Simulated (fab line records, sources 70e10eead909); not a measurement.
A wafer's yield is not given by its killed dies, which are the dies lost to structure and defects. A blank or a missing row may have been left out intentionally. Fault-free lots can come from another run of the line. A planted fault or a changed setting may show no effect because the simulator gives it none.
Matching of chambers    flow nand-harc    NHARC_A_ZERO_WELL_DESCUM_12 on rie-diel-12: 4 sister chambers
The step chemistry O2, time 3 s. 4 wafers are shown with their chamber, then 8 later ones without.

## WAFERS WITH THEIR CHAMBER
wafer   chamber  drypump-motor-current-A (A)
L749.1  0        5.9
L749.3  1        5.7
L749.4  3        6.2
L752.2  2        5.6

## WAFERS WITHOUT THEIR CHAMBER
wafer   drypump-motor-current-A (A)
L752.3  5.9
L752.6  5.6
L753.1  6.0
L753.3  5.6
L753.4  5.7
L755.2  5.7
L755.4  5.9
L755.6  5.7

## THE CHAMBER EACH PASSED THROUGH
wafer   from the rows above  in truth
L752.3  0                    0
L752.6  2                    2
L753.1  0                    0
L753.3  2                    2
L753.4  1                    1
L755.2  1                    1
L755.4  0                    0
L755.6  1                    1
Correctly placed: 8 of 8. Left unplaced by these rows: 0. 0 placed wrongly.
How it was worked out, from the rows above alone: a wafer's distance from a chamber is the root of the sum, over the readings, of the square of ((its reading less the chamber's mean) divided by the reading's scatter). The wafer belongs to the nearest chamber; if the next one is less than 2 further off, it can't be placed. The mean given for a chamber averages the wafers shown for that chamber. The scatter: with one shown wafer a chamber, the root of the mean of the squares of how far each hidden wafer lies from its nearest shown one.
